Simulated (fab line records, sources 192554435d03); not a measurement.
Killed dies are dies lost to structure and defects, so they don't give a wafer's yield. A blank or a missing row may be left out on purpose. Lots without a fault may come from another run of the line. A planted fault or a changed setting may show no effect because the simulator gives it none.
Chamber matching | flow n5_finfet | N5_BEOL_M5_STRIP_19 on rie_diel-02: 4 sister chambers
The step strips in O2. 4 wafers are shown with their chamber, then 8 later ones without.

WAFERS WITH THEIR CHAMBER
wafer  | chamber | drypump_motor_current_A (A)
L083.5 | 0       | 6.7
L089.4 | 1       | 5.8
L089.6 | 2       | 5.7
L095.1 | 3       | 5.8

WAFERS WITHOUT THEIR CHAMBER
wafer  | drypump_motor_current_A (A)
L095.2 | 5.7
L095.4 | 6.7
L093.1 | 5.9
L093.5 | 5.8
L093.6 | 6.7
L097.2 | 6.7
L097.4 | 5.8
L097.5 | 5.7

WHICH CHAMBER EACH WENT THROUGH
wafer  | from the rows above     | in truth
L095.2 | 2                       | 2
L095.4 | 0                       | 0
L093.1 | can't be placed: 1 or 3 | 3
L093.5 | can't be placed: 1 or 3 | 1
L093.6 | 0                       | 0
L097.2 | 0                       | 0
L097.4 | can't be placed: 1 or 3 | 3
L097.5 | 2                       | 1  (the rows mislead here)
Placed correctly: 4 of 8. Can't be placed from these rows: 3 (the true chamber is among the candidates in 3). Placed wrongly: 1.
How it was worked out, from the rows above alone: a wafer's distance from a chamber is the root of the sum, over the readings, of the square of ((its reading less the chamber's mean) divided by the reading's scatter). The wafer belongs to the nearest chamber; if the next one is less than 2 further off, it can't be placed. A chamber's mean is the mean of its shown wafers. The scatter: with one shown wafer a chamber, the root of the mean of the squares of how far each hidden wafer lies from its nearest shown one.
